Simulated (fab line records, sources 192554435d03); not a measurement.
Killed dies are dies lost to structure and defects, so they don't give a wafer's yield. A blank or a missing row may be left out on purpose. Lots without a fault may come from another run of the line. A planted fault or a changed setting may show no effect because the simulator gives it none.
fab line records | flow n5_finfet
record lots=11 wafers=33 last_day=16
route steps=1938 shown BEOL_M10@1493 PASSIVATION@1936
lots that met no fault: from a run of the same line without faults
start_h: hours from the record's first day to the start of the lot's first wafer shown | wait_h: hours since the lot's step before | " the same as in the row above | L1.1+2: a row that stands for several wafers | - no value, or no start given | * or withheld: withheld | < > ~ a bound
route shown NAME@n: a module of which the file shows steps, and the number in the route of the first | usual: mean/standard deviation of fault-free wafers | same: alike in all rows | chamber/n: place in a boat | sites: the reading at each site | _std_site: their standard deviation | _edge_site: outer sites' mean less inner sites' | radius_mm: how far each site lies from the wafer's centre | mask NAME#n: copy n | behind: the tool/chamber that last shaped the wafer | hold: why the lot was held/for how many hours/how that ended | device: the transistor (n, p or np) that didn't switch | end of line: the same wafers' tests at the end of the route | a step without rows: its recipe alone | killed: dies lost to structure and defects at the first sort, not the wafer's yield | map: a wafer's dies, x killed, . not, _ none there
set.NAME: the setting as run; set.NAME@STEP: as run at that earlier step | model.NAME: the simulator's own value behind a step, which no gauge read
steps of the route over a sample of lots; a table a step, a row a wafer
services: from which hour (start_h, from the record's first day; less than 0 if before it) a tool's chamber was out of use, for how many hours, and why
## steps
# step N5_BEOL_M10_CD_MEAS_18
# recipe pitch_nm=140 target_cd_nm=70
# usual cd_nm=70.1/0.87
# columns lot.wafer tool chamber start_h wait_h cd_nm
L931.1 cd_sem-03 - 241.26 0.1 67.9
L931.3 " - " " 70.2
L931.5 " - " " 69.1
L935.1 cd_sem-03 - 264.55 0.0 69.6
L935.4 " - " " 70.4
L935.6 " - " " 69.9
L934.2 cd_sem-01 - 264.95 0.1 70.3
L934.3 " - " " 71.6
L934.6 " - " " 70.6
L936.4 cd_sem-02 - 268.26 0.0 69.7
L936.5 " - " " 70.2
L936.6 " - " " 71.2
L938.2 cd_sem-01 - 277.73 0.1 71.0
L938.4 " - " " 70.5
L938.5 " - " " 70.7
L937.3 cd_sem-01 - 277.88 0.1 68.5
L937.5 " - " " 68.5
L937.6 " - " " 70.2
L939.1 cd_sem-02 - 282.28 0.0 69.8
L939.4 " - " " 69.6
L939.6 " - " " 70.3
L941.1 cd_sem-03 - 297.62 0.0 69.7
L941.2 " - " " 70.3
L941.3 " - " " 70.8
L942.2 cd_sem-01 - 305.59 0.1 71.9
L942.3 " - " " 70.0
L942.4 " - " " 71.0
L944.1 cd_sem-01 - 324.17 0.0 69.2
L944.4 " - " " 71.5
L944.5 " - " " 70.9
L948.1 cd_sem-02 - 338.16 0.0 69.1
L948.2 " - " " 68.9
L948.3 " - " " 69.5
# step N5_BEOL_M10_INSPECT_30
# recipe mode=adi inspect_instrument=brightfield
# usual raw_defect_count=411/92
# columns lot.wafer tool chamber start_h wait_h raw_defect_count
L931.1 defect_inspect-02 - 243.06 0.0 275
L931.3 " - " " 540
L931.5 " - " " 399
L935.1 defect_inspect-02 - 265.14 0.0 381
L935.4 " - " " 356
L935.6 " - " " 414
L934.2 defect_inspect-01 - 265.29 0.0 420
L934.3 " - " " 410
L934.6 " - " " 276
L936.4 defect_inspect-01 - 269.30 0.0 319
L936.5 " - " " 273
L936.6 " - " " 236
L937.3 defect_inspect-02 - 280.50 0.0 295
L937.5 " - " " 410
L937.6 " - " " 346
L938.2 defect_inspect-02 - 280.67 0.0 323
L938.4 " - " " 377
L938.5 " - " " 351
L939.1 defect_inspect-01 - 282.96 0.0 480
L939.4 " - " " 456
L939.6 " - " " 368
L941.1 defect_inspect-02 - 298.09 0.0 383
L941.2 " - " " 476
L941.3 " - " " 427
L942.2 defect_inspect-02 - 306.79 0.0 364
L942.3 " - " " 303
L942.4 " - " " 496
L944.1 defect_inspect-01 - 326.04 0.0 428
L944.4 " - " " 420
L944.5 " - " " 342
L948.1 defect_inspect-01 - 340.29 0.0 275
L948.2 " - " " 256
L948.3 " - " " 334
# step N5_BEOL_M10_STRIP_36
# recipe chemistry=N2/H2 power_w=450 temp_c=40 pressure_mtorr=20 rf_frequency_hz=6e+07 overash_fraction=0.3 bias_power_w=7 h2_frac=0.5 n2_flow_sccm=200 h2_flow_sccm=200
# usual drypump_motor_current_A=5.8/0.41 oes_product_au=0.77/0.091 rf_vpp_V=59.2/1.8 showerhead_plenum_p_Torr=2.55/0.079 throttle_valve_pct=23.8/0.45
# columns lot.wafer tool chamber start_h wait_h drypump_motor_current_A oes_product_au rf_hours_counter_h rf_vpp_V showerhead_plenum_p_Torr throttle_valve_pct
L931.1 rie_diel-05 2 244.11 0.0 5.9 0.69 225 59.7 2.48 23.0
L931.3 " 0 " " 6.3 0.74 183 57.8 2.44 23.7
L931.5 " 1 " " 4.8 0.67 - 59.0 2.61 24.3
L935.1 rie_diel-01 1 265.44 0.0 6.5 0.86 28 60.5 2.62 23.2
L935.4 " 3 " " 5.7 0.72 203 57.2 2.52 23.9
L935.6 " 1 " " 6.5 0.88 - 61.5 2.62 23.2
L934.2 rie_diel-05 2 265.59 0.0 5.9 0.67 234 59.8 2.48 23.0
L934.3 " 1 " " 4.7 0.66 239 57.7 2.60 24.3
L934.6 " 2 " " 5.9 0.67 - 56.8 2.48 23.0
L936.4 rie_diel-02 1 269.62 0.0 5.8 0.73 - 58.3 2.45 24.1
L936.5 " 2 " " 5.8 0.78 - 60.0 2.56 23.7
L936.6 " 0 " " 5.3 0.71 - 61.7 2.52 24.5
L937.3 rie_diel-01 3 280.80 0.0 5.8 0.72 211 58.8 2.51 23.8
L937.5 " 2 " " 5.7 0.74 - 58.2 2.62 24.2
L937.6 " 1 " " 6.5 0.86 - 59.2 2.62 23.2
L938.2 rie_diel-02 1 280.98 0.0 5.8 0.74 185 59.5 2.45 24.1
L938.4 " 2 " " 5.7 0.77 - 59.2 2.56 23.7
L938.5 " 1 " " 5.9 0.73 - 59.9 2.45 24.1
L939.1 rie_diel-01 1 283.27 0.0 6.5 0.88 32 59.5 2.62 23.2
L939.4 " 0 " " 6.3 0.91 27 57.1 2.71 23.8
L939.6 " 0 " " 6.2 0.90 - 59.5 2.71 23.9
L941.1 rie_diel-02 1 298.57 0.0 5.9 0.72 192 56.5 2.45 24.1
L941.2 " 2 " " 5.8 0.76 137 57.0 2.56 23.7
L941.3 " 0 " " 5.3 0.71 240 57.9 2.51 24.5
L942.2 rie_diel-01 2 307.11 0.0 5.7 0.71 229 55.7 2.62 24.3
L942.3 " 1 " " 6.6 0.84 41 61.1 2.61 23.2
L942.4 " 0 " " 6.3 0.88 36 62.5 2.70 23.8
L944.1 rie_diel-02 2 326.35 0.0 5.8 0.76 147 58.4 2.55 23.7
L944.4 " 1 " " 5.9 0.71 202 56.8 2.44 24.2
L944.5 " 0 " " 5.3 0.71 - 59.8 2.51 24.5
L948.1 rie_diel-02 3 340.83 0.0 5.9 0.83 75 58.5 2.48 23.9
L948.2 " 2 " " 5.8 0.75 154 58.7 2.55 23.7
L948.3 " 1 " " 5.8 0.70 209 58.1 2.44 24.2
# step N5_BEOL_M10_TRENCH_ETCH_37
# recipe chemistry=C4F6/O2 target_depth_a=1488.3 target=SiCOH_lowk time_s=48 ion_energy_ev=250 pressure_mtorr=30 source_w=345 bias_w=185 Ar_flow_sccm=300 C4F6_flow_sccm=10 O2_flow_sccm=10
# usual bias_w=185.0/0.62 drypump_motor_current_A=5.8/0.41 oes_product_au=0.77/0.095 rf_vpp_V=666/20 showerhead_plenum_p_Torr=2.85/0.095 throttle_valve_pct=21.01/0.29
# columns lot.wafer tool chamber start_h wait_h bias_w drypump_motor_current_A oes_product_au rf_hours_counter_h rf_vpp_V showerhead_plenum_p_Torr throttle_valve_pct
L931.1 rie_diel-05 2 244.15 - 184.9 5.9 0.69 225 677 2.81 20.94
L931.3 " 0 " " 185.2 6.4 0.73 183 645 2.75 21.12
L931.5 " 1 " " 185.5 4.8 0.66 - 680 2.94 21.50
L935.1 rie_diel-01 1 265.48 - 185.4 6.6 0.89 28 666 2.91 20.41
L935.4 " 3 " " 185.2 5.7 0.73 203 662 2.81 20.96
L935.6 " 1 " " 185.6 6.6 0.88 - 666 2.91 20.40
L934.2 rie_diel-05 2 265.63 - 184.4 5.8 0.70 234 678 2.80 20.96
L934.3 " 1 " " 186.3 4.8 0.66 239 678 2.94 21.49
L934.6 " 2 " " 183.0 5.9 0.70 - 675 2.80 20.94
L936.4 rie_diel-02 1 269.66 - 186.0 5.9 0.70 - 685 2.70 20.86
L936.5 " 2 " " 183.3 5.7 0.77 - 689 2.88 21.12
L936.6 " 0 " " 185.0 5.3 0.71 - 630 2.81 21.31
L937.3 rie_diel-01 3 280.84 - 185.2 5.7 0.72 211 661 2.81 20.97
L937.5 " 2 " " 184.1 5.7 0.73 - 684 2.91 21.31
L937.6 " 1 " " 184.9 6.6 0.88 - 665 2.90 20.41
L938.2 rie_diel-02 1 281.02 - 185.1 5.8 0.70 185 686 2.70 20.85
L938.4 " 2 " " 185.7 5.8 0.75 - 689 2.88 21.12
L938.5 " 1 " " 185.2 5.9 0.71 - 685 2.70 20.87
L939.1 rie_diel-01 1 283.31 - 185.2 6.6 0.88 32 666 2.90 20.41
L939.4 " 0 " " 184.5 6.2 0.93 27 632 3.05 21.20
L939.6 " 0 " " 184.9 6.3 0.94 - 633 3.05 21.22
L941.1 rie_diel-02 1 298.61 - 184.7 5.9 0.70 192 687 2.70 20.87
L941.2 " 2 " " 185.0 5.7 0.75 137 687 2.87 21.13
L941.3 " 0 " " 184.3 5.3 0.69 240 630 2.80 21.33
L942.2 rie_diel-01 2 307.15 - 184.8 5.7 0.71 229 685 2.91 21.31
L942.3 " 1 " " 184.9 6.5 0.85 41 664 2.90 20.40
L942.4 " 0 " " 184.6 6.2 0.90 36 632 3.04 21.23
L944.1 rie_diel-02 2 326.39 - 185.1 5.7 0.76 147 689 2.87 21.16
L944.4 " 1 " " 185.1 5.8 0.69 202 686 2.69 20.88
L944.5 " 0 " " 184.0 5.3 0.69 - 629 2.80 21.35
L948.1 rie_diel-02 3 340.87 - 185.4 5.9 0.84 75 655 2.76 20.97
L948.2 " 2 " " 185.0 5.8 0.75 154 689 2.86 21.15
L948.3 " 1 " " 193.4 5.9 0.70 209 712 2.69 20.90
# step N5_PASSIVATION_PROBE_49
# usual defect_limited_yield=91.7/1.4 killed_at_M0_to_M3=31/11 killed_at_M4_up=13/4.6 killed_at_contacts=13/6.7 killed_at_front_end=39/9.6 killed_at_other=3.5/2.8 killed_dies=98/16 killed_on_rim=13/4.2 killed_open=64/11 killed_short=33/8.5 sort_bin_5_function=4.9/0.96 sort_bin_6_memory=3.1/0.59 sort_bin_8_speed=0.2/1.3 sort_n_pass=1080/23 sort_yield_pct=91.5/1.9
# same gross_dies=1180 killed_at_back_side=0 sort_bin_4_leakage[%]=0
# columns lot.wafer tool chamber start_h wait_h defect_limited_yield[%] killed_at_M0_to_M3 killed_at_M4_up killed_at_contacts killed_at_front_end killed_at_other killed_dies killed_on_rim killed_open killed_short sort_bin_5_function[%] sort_bin_6_memory[%] sort_bin_8_speed[%] sort_n_pass sort_yield_pct[%]
L931.1 prober-01 - 301.86 0.2 92.8 22 16 2 41 4 85 11 65 20 4.4 2.6 0 1095 92.8
L931.3 prober-01 - 301.96 0.3 93.7 20 15 4 29 6 74 15 51 23 3.2 2.8 0 1106 93.7
L931.5 prober-01 - 302.06 0.4 93.0 32 11 3 32 5 83 13 47 35 4.0 2.8 0 1097 93.0
L934.2 prober-01 - 319.20 0.1 91.0 34 18 9 38 7 106 8 77 29 5.5 3.3 0 1074 91.0
L934.3 prober-01 - 319.25 0.1 92.2 21 7 19 41 4 92 7 69 23 4.6 3.1 0 1088 92.2
L934.6 prober-01 - 319.40 0.3 91.4 27 11 11 45 7 101 9 68 33 4.7 3.4 0 1079 91.4
L935.1 prober-02 - 326.48 0.8 93.4 20 19 3 34 2 78 10 61 17 4.1 2.2 0 1102 93.4
L935.4 prober-02 - 326.63 0.9 93.1 30 15 7 25 4 81 8 50 31 4.4 2.3 0 1099 93.1
L935.6 prober-02 - 326.73 1.0 93.6 20 13 8 33 1 75 9 54 21 3.7 2.5 0 1105 93.6
L936.4 prober-02 - 326.93 0.4 90.8 31 11 7 54 5 108 15 67 41 5.9 3.2 0 1072 90.8
L936.5 prober-02 - 326.98 0.5 93.7 24 5 18 26 1 74 8 51 23 3.3 2.7 0 1106 93.7
L936.6 prober-02 - 327.03 0.5 93.1 13 16 5 44 3 81 8 52 28 3.6 3.1 0 1099 93.1
L938.2 prober-01 - 337.36 0.1 91.7 21 16 11 42 8 98 9 70 24 4.9 3.3 0 1082 91.7
L938.4 prober-01 - 337.46 0.2 93.0 22 13 9 35 4 83 9 57 24 4.2 2.8 0 1097 93.0
L938.5 prober-01 - 337.51 0.2 91.4 26 10 15 47 3 101 14 60 41 4.7 3.7 0 1079 91.4
L937.3 prober-02 - 337.86 0.1 90.2 34 13 10 58 1 116 11 71 36 5.6 3.2 0 1064 90.2
L937.5 prober-02 - 337.96 0.2 91.4 35 7 13 44 3 102 9 54 46 5.7 2.5 0 1078 91.4
L937.6 prober-02 - 338.01 0.3 92.1 31 4 7 50 1 93 17 50 37 4.5 2.5 0 1087 92.1
L939.1 prober-02 - 339.29 0.0 91.2 41 17 6 38 2 104 15 64 35 5.1 3.3 0 1076 91.2
L939.4 prober-02 - 339.44 0.2 91.6 29 22 5 43 0 99 5 63 35 4.9 3.2 0 1081 91.6
L939.6 prober-02 - 339.54 0.3 92.1 32 12 9 38 2 93 14 59 33 4.2 3.4 0 1087 92.1
L941.1 prober-01 - 347.89 0.0 93.3 27 12 7 24 9 79 10 58 21 3.8 2.6 0 1101 93.3
L941.2 prober-01 - 347.94 0.1 92.8 28 6 11 32 8 85 11 60 23 4.7 2.3 0 1095 92.8
L941.3 prober-01 - 347.99 0.1 91.4 23 12 32 32 3 102 7 68 32 4.2 4.0 0 1078 91.4
L942.2 prober-01 - 362.26 0.1 91.6 34 20 20 23 2 99 12 61 37 6.2 1.9 0 1081 91.6
L942.3 prober-01 - 362.31 0.1 93.5 20 12 19 25 1 77 10 53 24 4.2 2.3 0 1103 93.5
L942.4 prober-01 - 362.36 0.2 92.4 21 27 12 30 0 90 13 61 29 4.1 3.1 0 1090 92.4
L944.1 prober-01 - 377.94 0.0 91.9 31 13 15 33 4 96 14 65 31 4.4 3.4 0 1084 91.9
L944.4 prober-01 - 378.09 0.2 93.0 23 17 17 25 1 83 8 52 30 4.0 2.8 0.1 1097 93.0
L944.5 prober-01 - 378.14 0.2 90.8 42 11 28 27 0 108 16 67 41 5.0 3.7 0 1072 90.8
L948.1 prober-02 - 387.91 0.0 91.2 36 15 10 37 6 104 16 72 32 4.9 3.6 0 1076 91.2
L948.2 prober-02 - 387.96 0.1 91.5 30 9 16 35 10 100 7 70 30 4.9 3.3 0.1 1079 91.4
L948.3 prober-02 - 388.01 0.1 88.1 55 18 15 43 9 140 15 105 34 7.6 4.1 0 1040 88.1
# killed by level:class
L931.1 STI_FIN_REVEAL:geometric_particle:open=19 BEOL_M1:geometric_particle:open=9 BEOL_M4:geometric_particle:open=5 DUMMY_GATE:geometric_particle:open=4 GATE_CUT:geometric_particle:short=4 BEOL_M8:geometric_particle:open=4 BEOL_M0_SAQP:geometric_particle:open=4 STARTING-WAFER:geometric_particle:short=4
L931.3 STI_FIN_REVEAL:geometric_particle:open=10 BEOL_M1:geometric_particle:open=7 BEOL_M4:geometric_particle:open=5 FIN_SAQP:geometric_particle:short=4 STI_FIN_REVEAL:geometric_particle:short=3 MOL_CONTACT_COAG:geometric_particle:open=3 BEOL_M2:geometric_particle:open=3 FIN_SAQP:geometric_particle:open=2
L931.5 STI_FIN_REVEAL:geometric_particle:open=13 BEOL_M0_SAQP:geometric_particle:short=8 FIN_SAQP:geometric_particle:short=5 BEOL_M0_SAQP:geometric_particle:open=5 BEOL_M1:geometric_particle:open=5 BEOL_M1:geometric_particle:short=4 BEOL_M2:geometric_particle:open=4 GATE_CUT:geometric_particle:short=3
L934.2 STI_FIN_REVEAL:geometric_particle:open=9 BEOL_M3:geometric_particle:open=9 BEOL_M4:geometric_particle:open=9 MOL_CONTACT_COAG:geometric_particle:open=8 BEOL_M1:geometric_particle:open=8 FIN_SAQP:geometric_particle:open=7 GATE_CUT:geometric_particle:short=7 DUMMY_GATE:geometric_particle:open=4
L934.3 MOL_CONTACT_COAG:geometric_particle:open=18 GATE_CUT:geometric_particle:short=9 DUMMY_GATE:geometric_particle:open=7 STI_FIN_REVEAL:geometric_particle:open=6 FIN_SAQP:geometric_particle:open=5 BEOL_M0:geometric_particle:open=5 STARTING-WAFER:geometric_particle:open=5 BEOL_M1:geometric_particle:open=4
L934.6 STI_FIN_REVEAL:geometric_particle:open=16 MOL_CONTACT_COAG:geometric_particle:open=10 BEOL_M0_SAQP:geometric_particle:open=9 BEOL_M0_SAQP:geometric_particle:short=8 GATE_CUT:geometric_particle:open=7 FIN_SAQP:geometric_particle:short=5 FIN_SAQP:geometric_particle:open=4 BEOL_M0:geometric_particle:open=4
L935.1 STI_FIN_REVEAL:geometric_particle:open=8 DUMMY_GATE:geometric_particle:open=8 BEOL_M2:geometric_particle:open=7 BEOL_M3:geometric_particle:open=7 BEOL_M4:geometric_particle:open=7 BEOL_M6:geometric_particle:open=5 FIN_SAQP:geometric_particle:short=3 GATE_CUT:geometric_particle:short=3
L935.4 BEOL_M1:geometric_particle:open=8 STI_FIN_REVEAL:geometric_particle:open=7 BEOL_M4:geometric_particle:open=7 BEOL_M0_SAQP:geometric_particle:short=6 MOL_CONTACT_COAG:geometric_particle:open=5 FIN_SAQP:geometric_particle:short=3 GATE_CUT:geometric_particle:short=3 GATE_CUT:geometric_particle:open=3
L935.6 STI_FIN_REVEAL:geometric_particle:open=13 MOL_CONTACT_COAG:geometric_particle:open=6 BEOL_M1:geometric_particle:open=5 BEOL_M4:geometric_particle:short=5 BEOL_M4:geometric_particle:open=5 DUMMY_GATE:geometric_particle:open=4 GATE_CUT:geometric_particle:short=4 BEOL_M0:geometric_particle:open=4
L936.4 FIN_SAQP:geometric_particle:open=19 BEOL_M2:geometric_particle:open=11 FIN_SAQP:geometric_particle:short=8 GATE_CUT:geometric_particle:short=7 ILD0:geometric_particle:short=5 BEOL_M1:geometric_particle:open=5 STI_FIN_REVEAL:geometric_particle:open=4 MOL_CONTACT_COAG:geometric_particle:short=4
L936.5 MOL_CONTACT_COAG:geometric_particle:open=16 BEOL_M1:geometric_particle:open=6 BEOL_M3:geometric_particle:open=5 STI_FIN_REVEAL:geometric_particle:open=4 DUMMY_GATE:geometric_particle:open=4 BEOL_M0_SAQP:geometric_particle:open=4 FIN_SAQP:geometric_particle:short=3 ILD0:geometric_particle:short=3
L936.6 FIN_SAQP:geometric_particle:open=11 FIN_SAQP:geometric_particle:short=7 BEOL_M4:geometric_particle:open=7 STI_FIN_REVEAL:geometric_particle:open=7 SPACER0:geometric_particle:open=4 MOL_CONTACT_COAG:geometric_particle:open=4 BEOL_M0_SAQP:geometric_particle:open=4 BEOL_M4:geometric_particle:short=4
L938.2 MOL_CONTACT_COAG:geometric_particle:open=11 DUMMY_GATE:geometric_particle:open=9 STI_FIN_REVEAL:geometric_particle:open=6 GATE_CUT:geometric_particle:open=6 BEOL_M4:geometric_particle:open=6 FIN_SAQP:geometric_particle:short=5 BEOL_M2:geometric_particle:open=5 GATE_CUT:geometric_particle:short=4
L938.4 MOL_CONTACT_COAG:geometric_particle:open=8 BEOL_M1:geometric_particle:open=7 BEOL_M4:geometric_particle:open=6 FIN_SAQP:geometric_particle:open=5 BEOL_M2:geometric_particle:open=5 STARTING-WAFER:geometric_particle:open=5 STI_FIN_REVEAL:geometric_particle:open=4 DUMMY_GATE:geometric_particle:open=4
L938.5 MOL_CONTACT_COAG:geometric_particle:open=11 FIN_SAQP:geometric_particle:short=9 BEOL_M1:geometric_particle:open=6 STI_FIN_REVEAL:geometric_particle:open=6 GATE_CUT:geometric_particle:short=6 FIN_SAQP:geometric_particle:open=5 BEOL_M0_SAQP:geometric_particle:open=5 BEOL_M3:geometric_particle:open=5
L937.3 FIN_SAQP:geometric_particle:open=14 FIN_SAQP:geometric_particle:short=8 MOL_CONTACT_COAG:geometric_particle:open=8 STI_FIN_REVEAL:geometric_particle:open=7 BEOL_M0_SAQP:geometric_particle:open=7 BEOL_M3:geometric_particle:open=7 BEOL_M4:geometric_particle:open=7 HKMG_FIN:area_etch=7
L937.5 BEOL_M0_SAQP:geometric_particle:short=16 FIN_SAQP:geometric_particle:open=10 STI_FIN_REVEAL:geometric_particle:open=9 MOL_CONTACT_COAG:geometric_particle:open=9 FIN_SAQP:geometric_particle:short=7 BEOL_M0_SAQP:geometric_particle:open=7 BEOL_M4:geometric_particle:open=5 MOL_CONTACT_COAG:geometric_particle:short=4
L937.6 BEOL_M0_SAQP:geometric_particle:open=13 GATE_CUT:geometric_particle:short=9 FIN_SAQP:geometric_particle:short=7 FIN_SAQP:geometric_particle:open=6 STI_FIN_REVEAL:geometric_particle:open=6 HKMG_FIN:area_etch=6 BEOL_M3:geometric_particle:open=5 MOL_CONTACT_COAG:geometric_particle:open=4
L939.1 FIN_SAQP:geometric_particle:short=12 FIN_SAQP:geometric_particle:open=10 BEOL_M0_SAQP:geometric_particle:open=9 BEOL_M1:geometric_particle:open=9 BEOL_M4:geometric_particle:open=8 BEOL_M3:geometric_particle:open=7 BEOL_M0_SAQP:geometric_particle:short=6 FIN_CUT:area_etch=5
L939.4 BEOL_M4:geometric_particle:open=13 FIN_SAQP:geometric_particle:open=10 STARTING-WAFER:geometric_particle:short=7 BEOL_M0_SAQP:geometric_particle:short=7 DUMMY_GATE:geometric_particle:open=6 BEOL_M2:geometric_particle:open=6 GATE_CUT:geometric_particle:short=5 BEOL_M3:geometric_particle:open=5
L939.6 BEOL_M3:geometric_particle:open=16 FIN_SAQP:geometric_particle:short=9 BEOL_M2:geometric_particle:open=8 FIN_SAQP:geometric_particle:open=7 MOL_CONTACT_COAG:geometric_particle:open=6 DUMMY_GATE:geometric_particle:open=5 BEOL_M4:geometric_particle:short=5 MOL_CONTACT_COAG:geometric_particle:short=3
L941.1 BEOL_M3:geometric_particle:open=9 BEOL_M4:geometric_particle:open=8 STI_FIN_REVEAL:geometric_particle:open=6 DUMMY_GATE:geometric_particle:open=6 FIN_SAQP:geometric_particle:open=5 MOL_CONTACT_COAG:geometric_particle:open=5 BEOL_M1:geometric_particle:open=5 FIN_SAQP:geometric_particle:short=4
L941.2 MOL_CONTACT_COAG:geometric_particle:open=9 STI_FIN_REVEAL:geometric_particle:open=7 BEOL_M3:geometric_particle:open=7 FIN_SAQP:geometric_particle:open=6 DUMMY_GATE:geometric_particle:open=6 BEOL_M0_SAQP:geometric_particle:short=6 GATE_CUT:geometric_particle:short=5 BEOL_M0_SAQP:geometric_particle:open=5
L941.3 MOL_CONTACT_COAG:geometric_particle:open=25 BEOL_M3:geometric_particle:open=8 MOL_CONTACT_COAG:geometric_particle:short=7 FIN_SAQP:geometric_particle:open=6 STI_FIN_REVEAL:geometric_particle:open=5 GATE_CUT:geometric_particle:short=4 BEOL_M0_SAQP:geometric_particle:open=4 FIN_SAQP:geometric_particle:short=3
L942.2 MOL_CONTACT_COAG:geometric_particle:open=12 BEOL_M3:geometric_particle:open=9 MOL_CONTACT_COAG:geometric_particle:short=8 BEOL_M0_SAQP:geometric_particle:open=8 BEOL_M0_SAQP:geometric_particle:short=7 FIN_SAQP:geometric_particle:short=6 BEOL_M4:geometric_particle:open=6 STI_FIN_REVEAL:geometric_particle:open=5
L942.3 MOL_CONTACT_COAG:geometric_particle:open=14 BEOL_M2:geometric_particle:open=8 MOL_CONTACT_COAG:geometric_particle:short=5 FIN_SAQP:geometric_particle:open=4 FIN_SAQP:geometric_particle:short=4 STI_FIN_REVEAL:geometric_particle:open=4 DUMMY_GATE:geometric_particle:open=4 BEOL_M4:geometric_particle:open=4
L942.4 MOL_CONTACT_COAG:geometric_particle:open=11 BEOL_M4:geometric_particle:open=10 FIN_SAQP:geometric_particle:short=7 STI_FIN_REVEAL:geometric_particle:open=7 BEOL_M2:geometric_particle:open=7 GATE_CUT:geometric_particle:short=6 BEOL_M1:geometric_particle:open=5 FIN_SAQP:geometric_particle:open=4
L944.1 BEOL_M2:geometric_particle:open=16 MOL_CONTACT_COAG:geometric_particle:open=14 FIN_SAQP:geometric_particle:open=7 FIN_SAQP:geometric_particle:short=6 DUMMY_GATE:geometric_particle:open=6 BEOL_M4:geometric_particle:open=6 GATE_CUT:geometric_particle:short=5 BEOL_M0_SAQP:geometric_particle:short=5
L944.4 MOL_CONTACT_COAG:geometric_particle:open=11 BEOL_M0_SAQP:geometric_particle:short=8 BEOL_M4:geometric_particle:open=7 MOL_CONTACT_COAG:geometric_particle:short=6 STI_FIN_REVEAL:geometric_particle:open=5 DUMMY_GATE:geometric_particle:open=3 GATE_CUT:geometric_particle:short=3 BEOL_M0_SAQP:geometric_particle:open=3
L944.5 MOL_CONTACT_COAG:geometric_particle:open=21 FIN_SAQP:geometric_particle:short=14 BEOL_M2:geometric_particle:open=14 BEOL_M0_SAQP:geometric_particle:open=8 MOL_CONTACT_COAG:geometric_particle:short=7 BEOL_M0_SAQP:geometric_particle:short=7 BEOL_M1:geometric_particle:open=5 BEOL_M4:geometric_particle:open=5
L948.1 FIN_SAQP:geometric_particle:open=10 MOL_CONTACT_COAG:geometric_particle:open=9 BEOL_M0_SAQP:geometric_particle:short=9 BEOL_M1:geometric_particle:open=9 STI_FIN_REVEAL:geometric_particle:open=8 BEOL_M4:geometric_particle:open=8 BEOL_M1:geometric_particle:short=6 GATE_CUT:geometric_particle:open=4
L948.2 MOL_CONTACT_COAG:geometric_particle:open=15 BEOL_M0_SAQP:geometric_particle:short=8 STI_FIN_REVEAL:geometric_particle:open=7 BEOL_M1:geometric_particle:open=7 STARTING-WAFER:geometric_particle:open=6 FIN_SAQP:geometric_particle:short=5 FIN_SAQP:geometric_particle:open=5 BEOL_M0_SAQP:geometric_particle:open=5
L948.3 BEOL_M1:geometric_particle:open=19 FIN_SAQP:geometric_particle:open=13 STI_FIN_REVEAL:geometric_particle:open=13 MOL_CONTACT_COAG:geometric_particle:open=13 BEOL_M3:geometric_particle:open=10 BEOL_M0_SAQP:geometric_particle:open=9 BEOL_M0_SAQP:geometric_particle:short=6 BEOL_M4:geometric_particle:open=6
## services
# columns tool chamber start_h hours kind
rie_diel-02 0 226.35 10.5 repair
rie_diel-02 3 241.86 46.0 repair
rie_diel-05 3 243.39 - clean
rie_diel-05 3 243.39 - consumable_replace:focus_ring
rie_diel-05 3 243.39 13.8 scheduled_down
rie_diel-05 3 243.39 13.8 vent_cycle
rie_diel-05 - 266.00 4.0 pm
rie_diel-05 1 297.00 - clean
rie_diel-05 1 297.00 - consumable_replace:focus_ring
rie_diel-05 0 319.99 7.4 repair
rie_diel-02 0 327.18 - clean
rie_diel-02 0 327.18 - consumable_replace:focus_ring
rie_diel-02 0 327.18 35.0 scheduled_down
rie_diel-02 0 327.18 35.0 vent_cycle
rie_diel-05 2 332.38 - clean
rie_diel-05 2 332.38 - consumable_replace:focus_ring
rie_diel-05 2 332.38 17.7 scheduled_down
rie_diel-05 2 332.38 17.7 vent_cycle
## key
first_sign step=N5_BEOL_M10_TRENCH_ETCH_37 reading=bias_w direction=up sigmas=14 usual=* struck=*
effect none on later readings
met_at N5_BEOL_M10_TRENCH_ETCH_37
struck_lots L948
struck_wafers L948.3
not_acting_at N5_BEOL_M10_CD_MEAS_18,N5_BEOL_M10_INSPECT_30,N5_BEOL_M10_STRIP_36
onset_between 326.39 340.87
fault kind=process_parameter_drift tool=rie_diel-02 chamber=1 onset_h=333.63 steps=N5_BEOL_M10_TRENCH_ETCH_37 channel=bias_w offset=* shape=step end_h=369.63 acts_in=* stated=*
